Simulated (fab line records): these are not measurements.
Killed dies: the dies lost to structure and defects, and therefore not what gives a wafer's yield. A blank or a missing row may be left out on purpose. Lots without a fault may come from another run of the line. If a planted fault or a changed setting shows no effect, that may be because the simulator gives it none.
What tool caused it? | flow n5Finfet | Sampling: 23 lots, 69 wafers, 3 of 1938 route steps

WHAT THE GAUGES SHOWED, per wafer
N5_BEOL_M0_SAQP_INSPECT_42: inspects for defects (brightfield).
lot  | measured     | on               | rawDefectCount
L074 | day 5 15:44  | defectInspect-01 | 175 121 148
L075 | day 6 03:27  | defectInspect-01 | 298 296 259
L076 | day 6 07:05  | defectInspect-01 | 307 284 293
L077 | day 6 10:19  | defectInspect-02 | 270 281 339
L078 | day 6 15:13  | defectInspect-01 | 206 207 212
L079 | day 6 22:34  | defectInspect-01 | 296 241 205
L080 | day 7 03:35  | defectInspect-02 | 378 350 274
L082 | day 7 13:28  | defectInspect-01 | 208 217 169
L083 | day 7 21:54  | defectInspect-01 | 402 261 242
L084 | day 8 11:05  | defectInspect-02 | 240 250 258
L085 | day 8 17:54  | defectInspect-02 | 257 347 228
L086 | day 8 18:26  | defectInspect-01 | 246 329 279
L087 | day 8 23:05  | defectInspect-01 | 329 431 354
L088 | day 9 02:10  | defectInspect-01 | 195 178 296
L089 | day 9 11:23  | defectInspect-01 | 208 352 216
L090 | day 9 13:50  | defectInspect-01 | 324 417 237
L091 | day 10 00:46 | defectInspect-01 | 309 320 378
L092 | day 10 05:14 | defectInspect-01 | 462 282 351
L093 | day 10 07:58 | defectInspect-01 | 204 264 202
L095 | day 10 20:59 | defectInspect-01 | 231 166 252
L094 | day 11 01:05 | defectInspect-02 | 231 326 203
L096 | day 11 05:29 | defectInspect-01 | 191 311 269
L097 | day 11 07:28 | defectInspect-01 | 362 302 293

EACH LOT AND THE TOOL THAT RAN IT (in order: tool; ch and the chambers of the sampled wafers; start)
lot  | N5_BEOL_M0_SAQP_ILD_DEP_01      | N5_BEOL_M0_SAQP_HM_OPEN_112
L074 | pecvd-02 ch 1,2, day 5 10:15    | rieDiel-04 ch 2,3, day 5 12:05
L075 | pecvd-02 ch 0,1,2, day 5 21:50  | rieDiel-03 ch 0,1,2, day 5 23:40
L076 | pecvd-04 ch 0,1, day 6 00:50    | rieDiel-03 ch 0,1,2, day 6 02:49
L077 | pecvd-01 ch 0,2, day 6 03:50    | rieDiel-04 ch 0,1,2, day 6 06:44
L078 | pecvd-02 ch 0,1, day 6 09:46    | rieDiel-05 ch 0,3, day 6 11:03
L079 | pecvd-04 ch 1,2, day 6 15:44    | rieDiel-03 ch 0,1,2, day 6 18:31
L080 | pecvd-02 ch 0,1, day 6 20:55    | rieDiel-03 ch 0,3, day 6 23:56
L082 | pecvd-04 ch 1,2, day 7 07:38    | rieDiel-03 ch 0,1,2, day 7 09:55
L083 | pecvd-04 ch 1,2, day 7 16:02    | rieDiel-03 ch 1,3, day 7 17:56
L084 | pecvd-02 ch 0,1,2, day 8 05:57  | rieDiel-04 ch 0,1,3, day 8 07:08
L085 | pecvd-04 ch 0,1, day 8 08:58    | rieDiel-04 ch 1,3, day 8 13:39
L086 | pecvd-02 ch 0,1,2, day 8 11:58  | rieDiel-05 ch 0,1, day 8 14:15
L087 | pecvd-02 ch 0,1,2, day 8 15:04  | rieDiel-04 ch 0,1, day 8 16:13
L088 | pecvd-01 ch 1,2, day 8 18:20    | rieDiel-05 ch 0,2,3, day 8 21:07
L089 | pecvd-04 ch 0,2, day 9 05:40    | rieDiel-05 ch 0,2,3, day 9 06:59
L090 | pecvd-04 ch 0,2, day 9 08:41    | rieDiel-05 ch 1,2,3, day 9 10:11
L091 | pecvd-04 ch 0,1, day 9 19:20    | rieDiel-04 ch 0,1,3, day 9 20:23
L092 | pecvd-01 ch 0,1,2, day 9 22:19  | rieDiel-03 ch 1,3, day 10 00:02
L093 | pecvd-01 ch 0,2, day 10 02:51   | rieDiel-04 ch 0,2,3, day 10 04:05
L095 | pecvd-02 ch 0,1,2, day 10 15:32 | rieDiel-05 ch 0,2,3, day 10 16:46
L094 | pecvd-04 ch 1, day 10 18:32     | rieDiel-03 ch 0,3, day 10 20:50
L096 | pecvd-01 ch 0,1,2, day 10 21:48 | rieDiel-05 ch 0,3, day 11 01:14
L097 | pecvd-02 ch 0,2, day 11 01:13   | rieDiel-05 ch 0,1,3, day 11 03:29
- N5_BEOL_M0_SAQP_ILD_DEP_01: deposits SiOC from DEMS/O2, target thk 45.419 nm, time 8.7 s.
- N5_BEOL_M0_SAQP_HM_OPEN_112: chemistry CHF3/O2, target SiO2, stops on a-Si, target depth 12 nm, time 13.5 s.

AS READ BY THE TOOLS THEMSELVES (means over the sampled wafers that have a number; for cases with no such wafer, the mark the record gives instead)
N5_BEOL_M0_SAQP_ILD_DEP_01.
lot  | tool     | heaterPowerOuterW (W) | heaterPowerW (W) | showerheadPlenumPTorr (Torr) | showerheadVppV (V) | throttleValvePct (%)
L074 | pecvd-02 | 254                   | 465              | 5.690                        | 1359               | 11.6
L075 | pecvd-02 | 266                   | 465              | 5.688                        | 1432               | 12.2
L076 | pecvd-04 | 202                   | 438              | 5.689                        | 1405               | 12.6
L077 | pecvd-01 | 248                   | 462              | 5.688                        | 1372               | 11.5
L078 | pecvd-02 | 320                   | 548              | 5.696                        | 1472               | 12.5
L079 | pecvd-04 | 272                   | 506              | 5.696                        | 1324               | 13.2
L080 | pecvd-02 | 294                   | 519              | 5.701                        | 1468               | 12.4
L082 | pecvd-04 | 295                   | 536              | 5.691                        | 1407               | 12.4
L083 | pecvd-04 | 280                   | 519              | 5.690                        | 1391               | 12.4
L084 | pecvd-02 | 273                   | 489              | 5.691                        | 1435               | 12.1
L085 | pecvd-04 | 245                   | 492              | 5.688                        | 1332               | 13.3
L086 | pecvd-02 | 300                   | 515              | 5.690                        | 1438               | 12.1
L087 | pecvd-02 | 304                   | 531              | 5.689                        | 1421               | 12.1
L088 | pecvd-01 | 261                   | 475              | 5.685                        | 1397               | 11.5
L089 | pecvd-04 | 236                   | 474              | 5.694                        | 1459               | 12.1
L090 | pecvd-04 | 283                   | 528              | 5.686                        | 1453               | 11.7
L091 | pecvd-04 | 221                   | 459              | 5.692                        | 1353               | 13.3
L092 | pecvd-01 | 271                   | 482              | 5.683                        | 1336               | 11.9
L093 | pecvd-01 | 251                   | 465              | 5.688                        | 1412               | 11.2
L095 | pecvd-02 | 291                   | 513              | 5.697                        | 1434               | 12.2
L094 | pecvd-04 | 266                   | 514              | 5.689                        | 1279               | 13.9
L096 | pecvd-01 | 254                   | 467              | 5.687                        | 1342               | 11.9
L097 | pecvd-02 | 243                   | 435              | 5.687                        | 1393               | 11.9

N5_BEOL_M0_SAQP_HM_OPEN_112.
lot  | tool       | drypumpMotorCurrentA (A) | oesProductAu (a.u.) | rfVppV (V) | showerheadPlenumPTorr (Torr) | throttleValvePct (%)
L074 | rieDiel-04 | 6.01                     | 0.49                | 520        | 2.37                         | 19.06
L075 | rieDiel-03 | 5.85                     | 0.49                | 531        | 2.41                         | 18.96
L076 | rieDiel-03 | 5.86                     | 0.49                | 531        | 2.41                         | 18.96
L077 | rieDiel-04 | 5.70                     | 0.50                | 519        | 2.32                         | 18.82
L078 | rieDiel-05 | 5.88                     | 0.47                | 519        | 2.37                         | 19.19
L079 | rieDiel-03 | 5.86                     | 0.49                | 531        | 2.41                         | 18.96
L080 | rieDiel-03 | 5.93                     | 0.47                | 531        | 2.33                         | 19.04
L082 | rieDiel-03 | 5.86                     | 0.49                | 532        | 2.41                         | 18.98
L083 | rieDiel-03 | 5.73                     | 0.47                | 524        | 2.30                         | 18.99
L084 | rieDiel-04 | 5.90                     | 0.50                | 518        | 2.35                         | 18.88
L085 | rieDiel-04 | 6.15                     | 0.51                | 520        | 2.38                         | 18.96
L086 | rieDiel-05 | 5.76                     | 0.45                | 516        | 2.38                         | 19.15
L087 | rieDiel-04 | 5.68                     | 0.50                | 519        | 2.32                         | 18.83
L088 | rieDiel-05 | 5.87                     | 0.50                | 514        | 2.42                         | 19.13
L089 | rieDiel-05 | 5.87                     | 0.50                | 515        | 2.42                         | 19.12
L090 | rieDiel-05 | 5.83                     | 0.49                | 513        | 2.42                         | 19.01
L091 | rieDiel-04 | 5.92                     | 0.50                | 520        | 2.35                         | 18.90
L092 | rieDiel-03 | 5.63                     | 0.53                | 524        | 2.40                         | 18.87
L093 | rieDiel-04 | 5.78                     | 0.52                | 520        | 2.43                         | 18.91
L095 | rieDiel-05 | 5.87                     | 0.49                | 514        | 2.42                         | 19.15
L094 | rieDiel-03 | 6.11                     | 0.52                | 538        | 2.45                         | 18.96
L096 | rieDiel-05 | 5.92                     | 0.47                | 519        | 2.34                         | 19.19
L097 | rieDiel-05 | 5.82                     | 0.51                | 516        | 2.36                         | 18.99

THE ANSWER, worked out from the rows above alone
Rule: usual is defined by the lots themselves. The widest of any qualifying gaps counts: lots, ordered by their means at a reading, are off when they make up no more than a third of the lots, leave a main group of 4 or more, and stand apart from it by 3 or more times the standard deviation of that group's means. A main group is skipped when, at the precision printed for the reading in the tables above, its means are all equal. Also off: a lot with no number at a reading for which 4 or more lots have one. Any other lot the step has rows for is counted as sound. First the gauges in route order, then the tools' own readings, where a lot's mean is used as printed above. The first step at which some lot is off is used, and at that step the reading that is off furthest; a lot without a number counts as furthest.
Across all readings shown, no lot is off: no conclusion can be drawn from this.

WHAT THE SIMULATOR HAD PUT IN
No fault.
